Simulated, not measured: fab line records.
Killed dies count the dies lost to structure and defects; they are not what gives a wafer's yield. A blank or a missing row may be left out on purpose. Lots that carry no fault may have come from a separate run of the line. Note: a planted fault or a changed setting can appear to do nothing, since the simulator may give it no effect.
fab line records	flow nand-harc
record: lots: 13	wafers: 39	last-day: 34
route steps=1302 shown P_GATE@197 P_CONTACT@218 END@1302
lots that met no fault: from a run of the same line without faults
start-h: the number of hours between the record's first day and the start of the first shown wafer of the lot	wait-h: time in hours since the lot's previous step	" repeats the value in the row above	L1.1+2: one row covering several wafers at once	- no value, or no start given	* or withheld: withheld	< > ~ a bound
route shown NAME@n: NAME is a module with steps in the file, n the number in the route of the first one	usual: mean and standard deviation over wafers with no fault	same: alike in all rows	chamber/n: place in a boat	sites: the reading at each site	_std_site: how widely they spread, as a standard deviation	_edge_site: the outer-site mean with the inner-site mean subtracted	radius-mm: how far each site lies from the wafer's centre	mask NAME#n: copy n	behind: tool/chamber where the wafer was last shaped	hold: why the lot went on hold/how many hours it stayed there/how the hold came to an end	device: the n, p or np transistor that did not switch	end of line: at the end of the route, the tests of the same wafers	step lacking rows: just its recipe	killed: dies that structure and defects cost at the first sort, which is not the same as the wafer's yield	map: a wafer's dies, x killed, . not, _ none there
set.NAME: the setting the step ran with; set.NAME@STEP: the setting that earlier step ran with	model.NAME: the simulator's own value behind a step, which no gauge read
steps of the route over a sample of lots; a table a step, a row a wafer
services: from which hour (start-h, from the record's first day; less than 0 if before it) a tool's chamber was out of use, for how many hours, and why
== steps ==
step: NHARC_P_GATE_EXPOSE_88
recipe: na: 0.6	target-cd-nm: 2000	dose-mj: 11.87	mask-id: P_HVN
usual: reticle-temp-C: 22.97/0.1
lot.wafer	tool	chamber	start-h	wait-h	mask	reticle-temp-C
L471.1	krf-scanner-04	0	135.01	-	P_HVN#0	23.07
L471.2	"	0	"	"	P_HVN#0	23.11
L471.4	"	0	"	"	P_HVN#0	23.03
L472.3	krf-scanner-04	0	136.87	-	P_HVN#0	22.89
L472.5	"	0	"	"	P_HVN#0	22.87
L472.6	"	0	"	"	P_HVN#0	23.04
L474.1	krf-scanner-02	0	149.49	-	P_HVN#0	22.98
L474.4	"	0	"	"	P_HVN#0	23.05
L474.5	"	0	"	"	P_HVN#0	23.02
L475.4	krf-scanner-04	0	162.28	-	P_HVN#0	23.14
L475.5	"	0	"	"	P_HVN#0	23.00
L475.6	"	0	"	"	P_HVN#0	22.96
L476.1	krf-scanner-03	0	171.16	-	P_HVN#0	22.92
L476.2	"	0	"	"	P_HVN#0	22.74
L476.4	"	0	"	"	P_HVN#0	22.88
L477.2	krf-scanner-04	0	187.57	-	P_HVN#0	23.00
L477.3	"	0	"	"	P_HVN#0	22.89
L477.6	"	0	"	"	P_HVN#0	22.92
L478.2	krf-scanner-03	0	187.78	-	P_HVN#0	22.87
L478.5	"	0	"	"	P_HVN#0	22.92
L478.6	"	0	"	"	P_HVN#0	23.06
L479.2	krf-scanner-04	0	213.39	-	P_HVN_R1#0	23.21
L479.4	"	0	"	"	P_HVN_R1#0	22.96
L479.5	"	0	"	"	P_HVN_R1#0	23.05
L480.2	krf-scanner-03	0	215.63	-	P_HVN#0	23.06
L480.4	"	0	"	"	P_HVN#0	22.93
L480.6	"	0	"	"	P_HVN#0	23.08
L489.1	krf-scanner-04	0	309.47	-	P_HVN#0	22.86
L489.3	"	0	"	"	P_HVN#0	22.85
L489.5	"	0	"	"	P_HVN#0	22.94
L492.3	krf-scanner-03	0	331.11	-	P_HVN#0	22.84
L492.4	"	0	"	"	P_HVN#0	22.96
L492.5	"	0	"	"	P_HVN#0	22.97
L491.1	krf-scanner-03	0	331.81	-	P_HVN#0	23.00
L491.4	"	0	"	"	P_HVN#0	22.77
L491.5	"	0	"	"	P_HVN#0	22.86
L493.1	krf-scanner-02	0	341.13	-	P_HVN#0	22.87
L493.4	"	0	"	"	P_HVN#0	22.97
L493.5	"	0	"	"	P_HVN#0	23.12
step: NHARC_P_GATE_CD_MEAS_91
recipe: target-cd-nm: 2000	landing-energy-ev: 500
usual: cd-nm: 2000.2/1.3
lot.wafer	tool	chamber	start-h	wait-h	cd-nm
L471.1	cd-sem-02	0	135.17	-	2000.6
L471.2	"	0	"	"	2000.0
L471.4	"	0	"	"	2000.1
L472.3	cd-sem-02	0	137.02	-	2000.2
L472.5	"	0	"	"	2000.4
L472.6	"	0	"	"	2001.0
L474.1	cd-sem-01	0	149.65	-	1997.9
L474.4	"	0	"	"	1998.1
L474.5	"	0	"	"	1998.2
L475.4	cd-sem-02	0	162.42	-	2000.7
L475.5	"	0	"	"	2001.4
L475.6	"	0	"	"	2001.3
L476.1	cd-sem-01	0	171.32	-	2000.5
L476.2	"	0	"	"	2001.4
L476.4	"	0	"	"	2001.5
L477.2	cd-sem-01	0	187.72	-	1996.7
L477.3	"	0	"	"	1999.0
L477.6	"	0	"	"	1997.2
L478.2	cd-sem-01	0	187.93	-	2002.5
L478.5	"	0	"	"	2000.5
L478.6	"	0	"	"	2000.0
L479.2	cd-sem-02	0	213.54	-	2171.6
L479.4	"	0	"	"	2171.8
L479.5	"	0	"	"	2172.3
L480.2	cd-sem-01	0	215.78	-	2000.6
L480.4	"	0	"	"	2001.1
L480.6	"	0	"	"	2001.8
L489.1	cd-sem-01	0	309.62	-	2000.3
L489.3	"	0	"	"	1998.9
L489.5	"	0	"	"	1999.9
L492.3	cd-sem-03	0	331.26	-	2000.4
L492.4	"	0	"	"	2000.2
L492.5	"	0	"	"	2000.8
L491.1	cd-sem-03	0	331.97	-	2001.4
L491.4	"	0	"	"	2002.6
L491.5	"	0	"	"	2003.2
L493.1	cd-sem-02	0	341.29	-	2000.9
L493.4	"	0	"	"	2000.7
L493.5	"	0	"	"	1998.4
step: NHARC_P_GATE_DEGAS_109
recipe: temp-c: 300	time-s: 60
usual: heater-power-w: 462/53
lot.wafer	tool	chamber	start-h	wait-h	heater-power-w
L471.1	pvd-sputter-03	-	137.27	0.1	457
L471.2	"	-	"	"	478
L471.4	"	-	"	"	449
L472.3	pvd-sputter-01	-	139.18	0.1	558
L472.6	"	-	"	"	427
L472.5	"	-	"	"	579
L474.1	pvd-sputter-01	-	151.78	0.1	476
L474.4	"	-	"	"	566
L474.5	"	-	"	"	476
L475.4	pvd-sputter-03	-	164.57	0.1	449
L475.6	"	-	"	"	438
L475.5	"	-	"	"	458
L476.1	pvd-sputter-02	-	173.57	0.1	500
L476.2	"	-	"	"	480
L476.4	"	-	"	"	487
L477.2	pvd-sputter-03	-	189.84	0.1	434
L477.3	"	-	"	"	421
L477.6	"	-	"	"	435
L478.2	pvd-sputter-01	-	190.28	0.1	570
L478.5	"	-	"	"	460
L478.6	"	-	"	"	395
L479.4	pvd-sputter-01	-	215.66	0.1	552
L479.2	"	-	"	"	476
L479.5	"	-	"	"	384
L480.2	pvd-sputter-01	-	217.94	0.1	568
L480.4	"	-	"	"	480
L480.6	"	-	"	"	417
L489.1	pvd-sputter-02	-	311.74	0.1	428
L489.3	"	-	"	"	496
L489.5	"	-	"	"	487
L492.3	pvd-sputter-03	-	333.39	0.1	483
L492.4	"	-	"	"	426
L492.5	"	-	"	"	435
L491.1	pvd-sputter-02	-	334.15	0.1	462
L491.4	"	-	"	"	499
L491.5	"	-	"	"	429
L493.4	pvd-sputter-01	-	343.42	0.1	405
L493.1	"	-	"	"	488
L493.5	"	-	"	"	415
step: NHARC_P_GATE_RTA_82
recipe: temp-c: 450	time-s: 30
usual: lamp-power-pct: 4.16/0.18	wafer_temp_C_max: 452.0/0.51
lot.wafer	tool	chamber	start-h	wait-h	lamp-power-pct	wafer_temp_C_max
L471.1	rtp-anneal-01	0	138.14	-	4.29	452.5
L471.2	"	0	"	"	4.29	451.6
L471.4	"	0	"	"	4.30	451.9
L472.3	rtp-anneal-01	0	139.99	-	4.30	452.3
L472.5	"	0	"	"	4.29	451.8
L472.6	"	0	"	"	4.30	451.7
L474.1	rtp-anneal-01	0	152.53	-	4.29	451.9
L474.4	"	0	"	"	4.29	452.7
L474.5	"	0	"	"	4.29	452.4
L475.4	rtp-anneal-01	0	165.40	-	4.30	452.7
L475.5	"	0	"	"	4.29	452.2
L475.6	"	0	"	"	4.30	451.2
L476.1	rtp-anneal-02	0	174.33	-	3.90	451.7
L476.2	"	0	"	"	3.91	451.3
L476.4	"	0	"	"	3.90	451.7
L477.2	rtp-anneal-01	0	190.76	-	4.29	453.0
L477.3	"	0	"	"	4.29	452.2
L477.6	"	0	"	"	4.30	451.9
L478.2	rtp-anneal-02	0	191.05	-	3.90	451.8
L478.5	"	0	"	"	3.90	451.2
L478.6	"	0	"	"	3.91	451.4
L479.2	rtp-anneal-01	0	216.43	-	4.30	452.1
L479.4	"	0	"	"	4.29	452.6
L479.5	"	0	"	"	4.29	451.9
L480.2	rtp-anneal-01	0	218.71	-	4.29	451.5
L480.4	"	0	"	"	4.30	451.7
L480.6	"	0	"	"	4.28	451.8
L489.1	rtp-anneal-01	0	312.50	-	4.29	452.1
L489.3	"	0	"	"	4.29	451.7
L489.5	"	0	"	"	4.29	453.2
L492.3	rtp-anneal-01	0	334.19	-	4.29	453.0
L492.4	"	0	"	"	4.30	453.0
L492.5	"	0	"	"	4.30	452.5
L491.1	rtp-anneal-01	0	334.91	-	4.29	451.5
L491.4	"	0	"	"	4.29	451.3
L491.5	"	0	"	"	4.30	452.0
L493.1	rtp-anneal-01	0	344.18	-	4.30	451.8
L493.4	"	0	"	"	4.29	452.5
L493.5	"	0	"	"	4.29	452.8
step: NHARC_P_CONTACT_DEP_00
recipe: target-thk-a: 5000	temp-c: 400	pressure-torr: 6.5	rf-w: 900	teos-flow-sccm: 161.4	flow-sccm: 2650	target-thk-nm: 500	gas: O2	material: SiO2
usual: heater-power-w: 599/89	throttle-valve-pct: 16.0/0.41
lot.wafer	tool	chamber	start-h	wait-h	heater-power-w	throttle-valve-pct
L471.1	pecvd-02	0	-	-	706	16.2
L471.2	"	1	"	"	650	16.1
L471.4	"	2	"	"	453	15.8
L472.3	pecvd-02	0	-	-	641	16.0
L472.6	"	1	"	"	563	16.2
L472.5	"	2	"	"	469	15.6
L474.1	pecvd-03	2	-	-	690	16.2
L474.5	"	0	"	"	453	16.3
L474.4	"	2	"	"	716	15.9
L475.6	pecvd-03	1	-	-	628	16.2
L475.5	"	2	"	"	679	16.3
L475.4	"	0	"	"	514	16.4
L476.2	pecvd-01	2	-	-	711	15.5
L476.1	"	1	"	"	532	15.3
L476.4	"	2	"	"	548	15.5
L477.2	pecvd-02	1	191.35	0.3	724	16.4
L477.3	"	1	"	"	565	15.9
L477.6	"	0	"	"	659	16.7
L478.2	pecvd-01	1	-	-	549	15.2
L478.6	"	2	"	"	631	15.7
L478.5	"	1	"	"	572	15.4
L479.2	pecvd-01	2	-	-	595	15.6
L479.5	"	2	"	"	638	15.6
L479.4	"	0	"	"	608	15.9
L480.2	pecvd-03	0	-	-	576	16.1
L480.6	"	1	"	"	502	15.7
L480.4	"	2	"	"	536	16.2
L489.3	pecvd-03	2	-	-	649	16.4
L489.1	"	1	"	"	587	15.8
L489.5	"	0	"	"	627	16.6
L492.3	pecvd-02	1	-	-	625	16.5
L492.4	"	1	"	"	662	16.5
L492.5	"	2	"	"	366	15.6
L491.1	pecvd-03	1	-	-	626	15.8
L491.5	"	2	"	"	672	16.3
L491.4	"	1	"	"	634	16.3
L493.1	pecvd-03	2	-	-	688	16.2
L493.4	"	2	"	"	697	16.3
L493.5	"	0	"	"	519	16.5
step: NHARC_END_SORT_01
recipe: temp-c: 25
usual: killed-at-array: 52/17	killed-at-other: 0.8/1.1	killed-at-periphery: 3.2/2.2	killed-dies: 57/17	killed-open: 3.4/1.8	killed-short: 2.4/1.6
same: gross-dies: 677
lot.wafer	tool	chamber	start-h	wait-h	killed-at-array	killed-at-other	killed-at-periphery	killed-dies	killed-open	killed-short
L479.2	prober-01	0	656.51	2.8	72	1	1	74	2	0
L479.4	prober-01	0	658.11	3.4	76	1	3	80	4	2
L479.5	prober-01	0	658.90	3.7	72	2	3	77	6	2
killed by level:class
L479.2 A_CHANNEL_HOLE_D1:chamber-film-flake=35 A_SLIT:chamber-film-flake=22 A_ZERO_WELL:chamber-film-flake=4 A_CONTACT:chamber-film-flake=3 A_STAIRCASE:chamber-film-flake=3 A_ONON_D2:geometric-particle:open=2 A_CHANNEL_FILL_D2:chamber-film-flake=2 A_DECK1_JOINT:chamber-film-flake=1
L479.4 A_SLIT:chamber-film-flake=32 A_CHANNEL_HOLE_D1:chamber-film-flake=22 A_ZERO_WELL:chamber-film-flake=4 A_CHANNEL_FILL_D2:chamber-film-flake=4 A_CONTACT:chamber-film-flake=3 A_DECK1_JOINT:chamber-film-flake=2 P_GATE:geometric-particle:open=1 A_ONON_D1:geometric-particle:open=1
L479.5 A_SLIT:chamber-film-flake=29 A_CHANNEL_HOLE_D1:chamber-film-flake=27 A_ZERO_WELL:chamber-film-flake=4 A_CHANNEL_FILL_D1:geometric-particle:open=2 THIN_TSV:chamber-film-flake=2 A_STAIRCASE:chamber-film-flake=2 P_GATE:area-expose=2 P_M0:geometric-particle:open=1
== services ==
tool	chamber	start-h	hours	kind
pecvd-03	-	116.44	2.9	repair
pvd-sputter-02	-	123.00	1.9	repair
krf-scanner-03	-	129.02	0.5	repair
pecvd-01	-	130.00	13.0	pm
krf-scanner-03	-	147.03	11.7	repair
pecvd-03	-	156.95	2.4	repair
pvd-sputter-03	-	170.91	10.0	pm
krf-scanner-04	-	176.44	2.4	repair
krf-scanner-04	-	182.00	4.0	pm
pecvd-03	-	185.19	13.0	pm
pecvd-02	2	185.88	12.9	repair
pecvd-03	2	205.10	8.6	repair
krf-scanner-03	-	213.61	2.0	repair
pecvd-01	-	215.37	0.9	repair
pvd-sputter-03	-	217.20	2.5	repair
pecvd-02	2	222.39	4.6	repair
krf-scanner-03	-	224.00	4.0	pm
pvd-sputter-01	-	226.00	10.0	pm
pecvd-02	-	227.16	13.0	pm
pecvd-01	2	245.11	23.0	repair
pvd-sputter-02	-	276.17	1.2	repair
pvd-sputter-02	-	282.08	10.0	pm
pvd-sputter-03	-	312.77	0.8	repair
pecvd-02	-	341.51	0.5	repair
== key ==
first-sign: step: NHARC_P_GATE_EXPOSE_88	reading: mask	direction: changed
effect: step: NHARC_P_GATE_CD_MEAS_91	reading: cd-nm	direction: up	sigmas: 99+	usual: 2000.2	struck: 2171.9
met-at NHARC_P_GATE_EXPOSE_88
struck-lots L479
tester-left-out L479
not-acting-at NHARC_P_GATE_DEGAS_109,NHARC_P_GATE_RTA_82,NHARC_P_CONTACT_DEP_00
onset-between 187.57 213.39
fault: kind: wrong-mask	tool: any	chamber: -	onset-h: 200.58	steps: NHARC_P_GATE_EXPOSE_88	aux-copy: P_HVN_R1#0	cd-offset-nm: 171.43	scope: struck-lots-only
tester-left-out: of these lots the tester's yield and bins aren't shown, on N5 and GAA mostly nor the transistor test; their killed dies are dies lost to structure and defects alone, not to doping, threshold or leakage, so they don't give the yield
